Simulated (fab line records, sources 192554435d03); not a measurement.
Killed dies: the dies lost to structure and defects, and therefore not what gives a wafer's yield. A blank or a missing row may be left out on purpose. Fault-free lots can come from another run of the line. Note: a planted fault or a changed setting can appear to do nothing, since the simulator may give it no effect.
fab line records + flow n5-finfet
record:
- lots: 11
- wafers: 33
- last-day: 17
route steps=1938 shown GATE_CUT@499 PASS1_CAP@1874 TV_OPEN@1890 PASSIVATION@1936
lots untouched by any fault: they come from a run of this same line in which no faults occurred
start-h: start of the lot's first displayed wafer, in hours after the record's first day + wait-h: hours since the lot's step before + " as in the row above + L1.1+2: a single row standing in for several wafers + - value missing, or start not given + * or withheld: withheld + < > ~ a bound
route shown NAME@n: names a module that has steps shown in the file, with the first one's number in the route + usual: mean/standard deviation taken from wafers without a fault + same: alike in all rows + chamber/n: place in a boat + sites: per-site readings + _std_site: standard deviation of those values + _edge_site: the outer-site mean with the inner-site mean subtracted + radius-mm: how far each site lies from the wafer's centre + mask NAME#n: copy n + behind: tool/chamber where the wafer was last shaped + hold: reason for holding the lot/hours on hold/outcome of the hold + device: the n, p or np transistor that did not switch + end of line: the route-end tests of the same wafers + a step given without rows: its recipe and nothing more + killed: dies that structure and defects cost at the first sort, which is not the same as the wafer's yield + map: per-die view of a wafer (x killed, . not killed, _ where there is no die)
set.NAME: the setting as run; set.NAME@STEP: as run at that earlier step + model.NAME: the simulator's own value behind a step, which no gauge read
the route's steps for a sample of lots (tables are steps, rows are wafers)
services: when a tool's chamber went out of use (start-h, in hours from the record's first day, below 0 if earlier), for how many hours, and the reason
== steps ==
step: N5_GATE_CUT_ETCH_19
recipe:
- chemistry: CH3F/O2
- target: SiNx
- mask-material: SiO2
- target-depth-a: 537
- time-s: 76.7
- pressure-mtorr: 30
- source-w: 395
- bias-w: 73
- Ar_flow_sccm: 150
- CH3F_flow_sccm: 30
- O2_flow_sccm: 20
- ion-energy-ev: 120
- ends: cleared
usual:
- drypump-motor-current-A: 5.6/0.51
- etch-rf-on-time-s: 77.7/1.5
- oes-product-au: 0.64/0.065
- rf-vpp-V: 299/8.1
- showerhead-plenum-p-Torr: 2.00/0.062
- throttle-valve-pct: 16.48/0.29
| lot.wafer | tool        | chamber | start-h | wait-h | drypump-motor-current-A | etch-rf-on-time-s | oes-product-au | rf-hours-counter-h | rf-vpp-V | showerhead-plenum-p-Torr | throttle-valve-pct |
|-----------|-------------|---------|---------|--------|-------------------------|-------------------|----------------|--------------------|----------|--------------------------|--------------------|
| L838.1    | rie-diel-06 | 0       | 82.47   | 0.0    | 5.4                     | 76.5              | 0.76           | 25                 | 302      | 1.96                     | 16.38              |
| L838.3    | "           | 3       | "       | "      | 5.3                     | 76.7              | 0.66           | 131                | 293      | 1.93                     | 16.65              |
| L838.5    | "           | 0       | "       | "      | 5.4                     | 75.9              | 0.77           | -                  | 302      | 1.96                     | 16.39              |
| L839.3    | rie-diel-06 | 2       | 92.07   | 0.0    | 4.8                     | 79.3              | 0.57           | 233                | 295      | 2.08                     | 16.60              |
| L839.4    | "           | 3       | "       | "      | 5.3                     | 75.6              | 0.66           | 134                | 292      | 1.93                     | 16.66              |
| L839.6    | "           | 2       | "       | "      | 4.8                     | 79.5              | 0.57           | -                  | 293      | 2.08                     | 16.58              |
| L841.1    | rie-diel-04 | 1       | 108.30  | 0.0    | 6.5                     | 77.3              | 0.69           | 87                 | 317      | 2.00                     | 15.94              |
| L841.3    | "           | 2       | "       | "      | 6.1                     | 78.6              | 0.59           | 201                | 295      | 2.07                     | 16.71              |
| L841.5    | "           | 2       | "       | "      | 6.1                     | 78.6              | 0.60           | -                  | 298      | 2.07                     | 16.72              |
| L843.3    | rie-diel-04 | 1       | 118.19  | 0.0    | 6.5                     | 76.8              | 0.70           | 90                 | 317      | 2.00                     | 15.96              |
| L843.4    | "           | 3       | "       | "      | 5.3                     | 79.0              | 0.61           | 191                | 302      | 2.09                     | 16.37              |
| L843.6    | "           | 3       | "       | "      | 5.3                     | 78.7              | 0.61           | -                  | 300      | 2.09                     | 16.35              |
| L844.1    | rie-diel-06 | 3       | 122.60  | 0.0    | 5.3                     | 75.3              | 0.66           | 144                | 291      | 1.93                     | 16.67              |
| L844.2    | "           | 1       | "       | "      | 5.1                     | 80.8              | 0.57           | 244                | 304      | 1.89                     | 16.59              |
| L844.6    | "           | 0       | "       | "      | 5.3                     | 76.8              | 0.75           | -                  | 301      | 1.95                     | 16.41              |
| L845.2    | rie-diel-06 | 1       | 138.27  | 0.0    | 5.1                     | 81.4              | 0.56           | 250                | 304      | 1.89                     | 16.60              |
| L845.4    | "           | 3       | "       | "      | 5.3                     | 75.7              | 0.65           | 148                | 293      | 1.93                     | 16.67              |
| L845.5    | "           | 2       | "       | "      | 4.8                     | 79.2              | 0.57           | -                  | 292      | 2.07                     | 16.59              |
| L847.2    | rie-diel-02 | 2       | 141.95  | 0.0    | 5.8                     | 78.8              | 0.58           | 214                | 304      | 1.97                     | 16.11              |
| L847.4    | "           | 3       | "       | "      | 5.1                     | 75.0              | 0.67           | 123                | 304      | 1.94                     | 16.84              |
| L847.5    | "           | 3       | "       | "      | 5.1                     | 75.0              | 0.68           | -                  | 303      | 1.94                     | 16.83              |
| L848.1    | rie-diel-04 | 1       | 144.64  | 0.0    | 6.5                     | 76.3              | 0.69           | 98                 | 317      | 2.00                     | 15.95              |
| L848.3    | "           | 0       | "       | "      | 5.6                     | 78.4              | 0.59           | 239                | 291      | 1.97                     | 16.83              |
| L848.4    | "           | 3       | "       | "      | 5.3                     | 77.3              | 0.61           | 198                | 303      | 2.09                     | 16.36              |
| L849.3    | rie-diel-06 | 3       | 157.82  | 0.0    | 5.3                     | 75.0              | 0.64           | 156                | 291      | 1.92                     | 16.70              |
| L849.5    | "           | 0       | "       | "      | 5.3                     | 76.9              | 0.74           | -                  | 302      | 1.95                     | 16.44              |
| L849.6    | "           | 3       | "       | "      | 5.3                     | 75.8              | 0.64           | -                  | 290      | 1.93                     | 16.70              |
| L857.3    | rie-diel-04 | 3       | 200.61  | 0.1    | 5.3                     | 77.7              | 0.60           | -                  | 302      | 2.08                     | 16.40              |
| L857.4    | "           | 1       | "       | "      | 6.5                     | 77.1              | 0.67           | -                  | 317      | 1.99                     | 15.99              |
| L857.5    | "           | 3       | "       | "      | 5.3                     | 77.9              | 0.60           | -                  | 302      | 2.08                     | 16.40              |
| L858.4    | rie-diel-04 | 3       | 209.29  | 0.0    | 5.3                     | 78.2              | 0.60           | 218                | 302      | 2.08                     | 16.38              |
| L858.5    | "           | 2       | "       | "      | 6.1                     | 79.4              | 0.57           | -                  | 298      | 2.06                     | 16.77              |
| L858.6    | "           | 1       | "       | "      | 6.5                     | 77.8              | 0.66           | -                  | 316      | 1.99                     | 15.99              |
step: N5_PASSIVATION_PECVD_01
recipe:
- material: SiNx
- target-thk-a: 2000
- temp-c: 400
- precursor: SiH4/NH3/N2
- pressure-torr: 4.9
- rf-w: 1406
- time-s: 43.2
usual:
- heater-power-w: 380/92
- showerhead-plenum-p-Torr: 8.70/0.084
- throttle-valve-pct: 28.9/1.4
same:
- time-s: 43.2
| lot.wafer | tool     | chamber | start-h | wait-h | heater-power-w | showerhead-plenum-p-Torr | throttle-valve-pct |
|-----------|----------|---------|---------|--------|----------------|--------------------------|--------------------|
| L838.1    | pecvd-02 | 2       | 286.10  | 0.0    | 293            | 8.73                     | 28.4               |
| L838.3    | "        | 1       | "       | "      | 236            | 8.79                     | 31.9               |
| L838.5    | "        | 0       | "       | "      | 370            | 8.72                     | 29.6               |
| L839.3    | pecvd-02 | 0       | 291.99  | 0.0    | 437            | 8.71                     | 29.6               |
| L839.4    | "        | 0       | "       | "      | 434            | 8.72                     | 29.8               |
| L839.6    | "        | 1       | "       | "      | 289            | 8.78                     | 31.8               |
| L841.1    | pecvd-02 | 2       | 297.62  | 0.0    | 338            | 8.74                     | 28.6               |
| L841.3    | "        | 0       | "       | "      | 426            | 8.70                     | 29.7               |
| L841.5    | "        | 1       | "       | "      | 266            | 8.77                     | 31.9               |
| L843.3    | pecvd-02 | 0       | 310.64  | 0.0    | 390            | 8.73                     | 29.9               |
| L843.4    | "        | 2       | "       | "      | 248            | 8.73                     | 28.7               |
| L843.6    | "        | 1       | "       | "      | 359            | 8.79                     | 32.0               |
| L844.1    | pecvd-04 | 2       | 316.49  | 0.0    | 269            | 8.71                     | 27.8               |
| L844.2    | "        | 0       | "       | "      | 476            | 8.53                     | 27.6               |
| L844.6    | "        | 0       | "       | "      | 493            | 8.55                     | 27.7               |
| L845.2    | pecvd-02 | 2       | 326.70  | 0.0    | 276            | 8.77                     | 28.8               |
| L845.4    | "        | 0       | "       | "      | 426            | 8.71                     | 29.5               |
| L845.5    | "        | 2       | "       | "      | 289            | 8.75                     | 28.9               |
| L847.2    | pecvd-02 | 1       | 334.17  | 0.0    | 321            | 8.83                     | 32.0               |
| L847.4    | "        | 2       | "       | "      | 282            | 8.76                     | 28.9               |
| L847.5    | "        | 1       | "       | "      | 327            | 8.76                     | 31.8               |
| L848.1    | pecvd-04 | 2       | 334.95  | 0.0    | 298            | 8.71                     | 27.7               |
| L848.3    | "        | 1       | "       | "      | 461            | 8.76                     | 27.8               |
| L848.4    | "        | 0       | "       | "      | 503            | 8.51                     | 27.8               |
| L849.3    | pecvd-03 | 2       | 350.43  | 0.0    | 545            | 8.77                     | 27.3               |
| L849.5    | "        | 0       | "       | "      | 466            | 8.58                     | 29.8               |
| L849.6    | "        | 1       | "       | "      | 342            | 8.57                     | 29.4               |
| L857.3    | pecvd-04 | 1       | 387.58  | 0.0    | 403            | 8.72                     | 27.8               |
| L857.4    | "        | 0       | "       | "      | 507            | 8.55                     | 27.6               |
| L857.5    | "        | 2       | "       | "      | 335            | 8.70                     | 27.7               |
| L858.4    | pecvd-04 | 0       | 393.54  | 0.0    | 470            | 8.55                     | 27.3               |
| L858.5    | "        | 2       | "       | "      | 230            | 8.70                     | 27.8               |
| L858.6    | "        | 1       | "       | "      | 391            | 8.74                     | 27.4               |
step: N5_PASSIVATION_ETCH_15
recipe:
- chemistry: CF4/N2
- target: SiCN
- target-depth-a: 750
- taper-deg: 2
- time-s: 81.2
- ion-energy-ev: 150
- mask-material: SiNx
- pressure-mtorr: 40
- source-w: 430
- bias-w: 70
- Ar_flow_sccm: 100
- cf4-flow-sccm: 60
- n2-flow-sccm: 60
usual:
- drypump-motor-current-A: 5.5/0.49
- oes-product-au: 0.79/0.074
- rf-vpp-V: 381.5/1.8
- showerhead-plenum-p-Torr: 2.18/0.068
- throttle-valve-pct: 15.5/0.32
same:
- time-s: 81.2
| lot.wafer | tool        | chamber | start-h | wait-h | drypump-motor-current-A | oes-product-au | rf-hours-counter-h | rf-vpp-V | showerhead-plenum-p-Torr | throttle-valve-pct |
|-----------|-------------|---------|---------|--------|-------------------------|----------------|--------------------|----------|--------------------------|--------------------|
| L838.1    | rie-diel-02 | 0       | -       | -      | 6.0                     | 0.73           | 209                | 381.8    | 2.18                     | 15.9               |
| L838.3    | "           | 2       | "       | "      | 5.7                     | 0.96           | 3                  | 382.4    | 2.18                     | 15.0               |
| L838.5    | "           | 0       | "       | "      | 6.0                     | 0.73           | -                  | 381.7    | 2.18                     | 15.9               |
| L839.3    | rie-diel-06 | 2       | -       | -      | 4.8                     | 0.85           | 36                 | 384.1    | 2.26                     | 15.2               |
| L839.4    | "           | 0       | "       | "      | 5.3                     | 0.79           | 97                 | 381.4    | 2.14                     | 15.6               |
| L839.6    | "           | 1       | "       | "      | 5.1                     | 0.90           | -                  | 386.0    | 2.35                     | 15.2               |
| L841.1    | rie-diel-02 | 2       | -       | -      | 5.7                     | 0.94           | 6                  | 381.5    | 2.18                     | 15.0               |
| L841.3    | "           | 1       | "       | "      | 5.9                     | 0.81           | 106                | 379.8    | 2.13                     | 15.2               |
| L841.5    | "           | 3       | "       | "      | 5.0                     | 0.75           | -                  | 378.8    | 2.12                     | 16.0               |
| L843.3    | rie-diel-04 | 0       | -       | -      | 5.5                     | 0.86           | 33                 | 381.1    | 2.17                     | 15.5               |
| L843.4    | "           | 1       | "       | "      | 6.5                     | 0.73           | 151                | 381.3    | 2.20                     | 15.2               |
| L843.6    | "           | 1       | "       | "      | 6.5                     | 0.74           | -                  | 382.0    | 2.20                     | 15.3               |
| L844.1    | rie-diel-04 | 1       | -       | -      | 6.5                     | 0.74           | 152                | 382.6    | 2.20                     | 15.3               |
| L844.2    | "           | 2       | "       | "      | 6.1                     | 0.95           | 4                  | 382.6    | 2.27                     | 15.4               |
| L844.6    | "           | 2       | "       | "      | 6.1                     | 0.95           | -                  | 383.6    | 2.27                     | 15.4               |
| L845.2    | rie-diel-02 | 3       | -       | -      | 5.0                     | 0.75           | 174                | 380.2    | 2.12                     | 16.0               |
| L845.4    | "           | 2       | "       | "      | 5.8                     | 0.92           | 15                 | 381.3    | 2.18                     | 15.0               |
| L845.5    | "           | 0       | "       | "      | 6.0                     | 0.72           | -                  | 380.3    | 2.17                     | 15.9               |
| L847.2    | rie-diel-04 | 2       | -       | -      | 6.1                     | 0.92           | 10                 | 383.7    | 2.27                     | 15.4               |
| L847.4    | "           | 3       | "       | "      | 5.3                     | 0.68           | 249                | 384.4    | 2.28                     | 15.5               |
| L847.5    | "           | 1       | "       | "      | 6.5                     | 0.74           | -                  | 383.3    | 2.19                     | 15.3               |
| L848.1    | rie-diel-02 | 1       | -       | -      | 5.9                     | 0.80           | 119                | 379.7    | 2.13                     | 15.2               |
| L848.3    | "           | 0       | "       | "      | 6.0                     | 0.72           | 225                | 380.9    | 2.17                     | 15.9               |
| L848.4    | "           | 3       | "       | "      | 5.0                     | 0.74           | 176                | 381.2    | 2.12                     | 16.0               |
| L849.3    | rie-diel-02 | 3       | -       | -      | 5.1                     | 0.74           | 182                | 380.3    | 2.12                     | 16.0               |
| L849.5    | "           | 2       | "       | "      | 5.8                     | 0.90           | -                  | 381.1    | 2.17                     | 15.0               |
| L849.6    | "           | 1       | "       | "      | 5.9                     | 0.80           | -                  | 381.2    | 2.13                     | 15.2               |
| L857.3    | rie-diel-06 | 0       | -       | -      | 5.3                     | 0.77           | 125                | 381.9    | 2.13                     | 15.7               |
| L857.4    | "           | 3       | "       | "      | 5.3                     | 0.70           | -                  | 379.2    | 2.10                     | 15.9               |
| L857.5    | "           | 2       | "       | "      | 4.8                     | 0.81           | -                  | 382.1    | 2.24                     | 15.2               |
| L858.4    | rie-diel-02 | 3       | -       | -      | 5.0                     | 0.73           | 193                | 381.0    | 2.12                     | 16.0               |
| L858.5    | "           | 3       | "       | "      | 5.1                     | 0.73           | -                  | 380.4    | 2.12                     | 16.0               |
| L858.6    | "           | 0       | "       | "      | 6.0                     | 0.71           | -                  | 380.6    | 2.17                     | 15.9               |
step: N5_PASSIVATION_PROBE_49
usual:
- defect-limited-yield: 90.5/1.7
- killed_at_M0_to_M3: 37/12
- killed_at_M4_up: 14/5.2
- killed-at-contacts: 12/5.9
- killed-at-front-end: 45/14
- killed-at-other: 3.5/2.8
- killed-dies: 112/21
- killed-open: 73/15
- killed-short: 36/8.9
- sort_bin_5_function: 5.6/1.2
- sort_bin_6_memory: 3.5/0.68
- sort_bin_8_speed: 0.01/0.1
- sort-n-pass: 1068/21
- sort-yield-pct: 90.5/1.8
same:
- gross-dies: 1180
- killed-at-back-side: 0
- sort_bin_4_leakage[%]: 0
| lot.wafer | tool      | chamber | start-h | wait-h | defect-limited-yield[%] | killed_at_M0_to_M3 | killed_at_M4_up | killed-at-contacts | killed-at-front-end | killed-at-other | killed-dies | killed-open | killed-short | sort_bin_5_function[%] | sort_bin_6_memory[%] | sort_bin_8_speed[%] | sort-n-pass | sort-yield-pct[%] |
|-----------|-----------|---------|---------|--------|-------------------------|--------------------|-----------------|--------------------|---------------------|-----------------|-------------|-------------|--------------|------------------------|----------------------|---------------------|-------------|-------------------|
| L849.3    | prober-02 | -       | 361.18  | 0.1    | 79.5                    | 25                 | 9               | 10                 | 194                 | 4               | 242         | 77          | 36           | 13.5                   | 4.5                  | 0                   | 938         | 79.5              |
| L849.5    | prober-02 | -       | 361.28  | 0.2    | 89.4                    | 40                 | 19              | 13                 | 49                  | 4               | 125         | 92          | 31           | 6.4                    | 3.9                  | 0                   | 1055        | 89.4              |
| L849.6    | prober-02 | -       | 361.33  | 0.3    | 81.1                    | 17                 | 7               | 9                  | 189                 | 1               | 223         | 48          | 34           | 11.0                   | 4.7                  | 0                   | 957         | 81.1              |
| L857.3    | prober-02 | -       | 396.53  | 0.1    | 90.7                    | 51                 | 11              | 13                 | 32                  | 3               | 110         | 72          | 36           | 5.6                    | 3.4                  | 0                   | 1070        | 90.7              |
| L857.4    | prober-02 | -       | 396.58  | 0.2    | 91.0                    | 45                 | 10              | 11                 | 37                  | 3               | 106         | 63          | 32           | 5.2                    | 3.1                  | 0                   | 1074        | 91.0              |
killed by level:class
L849.3 GATE_CUT:unspecified=125 STI_FIN_REVEAL:geometric-particle:open=20 GATE_CUT:geometric-particle:short=10 FIN_SAQP:geometric-particle:open=9 BEOL_M2:geometric-particle:open=9 MOL_CONTACT_COAG:geometric-particle:open=8 BEOL_M0_SAQP:geometric-particle:open=7 FIN_SAQP:geometric-particle:short=6
L849.5 BEOL_M2:geometric-particle:open=20 MOL_CONTACT_COAG:geometric-particle:open=11 BEOL_M0_SAQP:geometric-particle:open=10 FIN_SAQP:geometric-particle:open=9 FIN_SAQP:geometric-particle:short=9 BEOL_M4:geometric-particle:open=9 STI_FIN_REVEAL:geometric-particle:open=5 DUMMY_GATE:geometric-particle:open=4
L849.6 GATE_CUT:unspecified=139 STI_FIN_REVEAL:geometric-particle:open=8 MOL_CONTACT_COAG:geometric-particle:open=8 FIN_SAQP:geometric-particle:short=7 FIN_SAQP:geometric-particle:open=6 GATE_CUT:geometric-particle:short=6 GATE_CUT:geometric-particle:open=6 BEOL_M0_SAQP:geometric-particle:short=5
L857.3 BEOL_M0_SAQP:geometric-particle:short=12 MOL_CONTACT_COAG:geometric-particle:open=11 BEOL_M3:geometric-particle:open=11 STI_FIN_REVEAL:geometric-particle:open=9 BEOL_M1:geometric-particle:open=8 BEOL_M0_SAQP:geometric-particle:open=7 FIN_SAQP:geometric-particle:short=6 BEOL_M0:geometric-particle:open=5
L857.4 BEOL_M0_SAQP:geometric-particle:open=11 BEOL_M3:geometric-particle:open=11 BEOL_M0_SAQP:geometric-particle:short=10 STI_FIN_REVEAL:geometric-particle:open=8 MOL_CONTACT_COAG:geometric-particle:open=7 HKMG_FIN:area-etch=6 DUMMY_GATE:geometric-particle:open=5 GATE_CUT:geometric-particle:short=5
== services ==
| tool        | chamber | start-h | hours | kind   |
|-------------|---------|---------|-------|--------|
| rie-diel-02 | 3       | 87.44   | 2.6   | repair |
| rie-diel-04 | 2       | 109.23  | 1.6   | repair |
| rie-diel-06 | 2       | 112.41  | 19.7  | repair |
| rie-diel-04 | 0       | 138.95  | 5.4   | repair |
| rie-diel-02 | 1       | 177.11  | 5.9   | repair |
| rie-diel-06 | 1       | 184.00  | 81.3  | repair |
| rie-diel-02 | 3       | 191.84  | 6.5   | repair |
| rie-diel-04 | 2       | 198.53  | 2.8   | repair |
| rie-diel-06 | 2       | 218.19  | 13.6  | repair |
| rie-diel-06 | 0       | 220.16  | 6.2   | repair |
| pecvd-02    | -       | 240.78  | 1.8   | repair |
| rie-diel-02 | 3       | 243.66  | 9.1   | repair |
| rie-diel-02 | 2       | 249.10  | 3.6   | repair |
| rie-diel-06 | -       | 266.11  | 2.8   | pm     |
| rie-diel-04 | 0       | 266.58  | 4.5   | repair |
| pecvd-02    | 2       | 301.11  | 4.4   | repair |
| pecvd-02    | -       | 313.43  | 2.2   | repair |
| rie-diel-06 | 3       | 330.98  | 3.6   | repair |
| rie-diel-06 | 3       | 344.09  | 19.8  | repair |
| rie-diel-06 | 0       | 359.62  | 9.0   | repair |
| rie-diel-06 | 1       | 372.98  | 32.4  | repair |
| rie-diel-06 | 0       | 375.92  | 6.5   | repair |
| pecvd-02    | -       | 376.41  | 2.8   | pm     |
| rie-diel-04 | 1       | 393.86  | 2.4   | repair |
== key ==
first-sign:
- step: N5_PASSIVATION_PROBE_49
- reading: killed-at-front-end
- direction: up
- sigmas: 10
- usual: 45
- struck: 192
effect:
- step: N5_PASSIVATION_PROBE_49
- reading: killed-dies
- direction: up
- sigmas: 5.8
- usual: 112
- struck: 232
more-kills-born-at:
- N5_GATE_CUT_ETCH_19@rie-diel-06: 264
met-at N5_GATE_CUT_ETCH_19
struck-lots L849
struck-wafers L849.3,L849.6
not-acting-at N5_PASSIVATION_PECVD_01,N5_PASSIVATION_ETCH_15
onset-between 138.27 157.82
fault:
- kind: chamber-particle-source
- tool: rie-diel-06
- chamber: 3
- onset-h: 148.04
- steps: N5_GATE_CUT_ETCH_19
- rate-per-visit-cm2: 0.9886
- end-h: 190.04
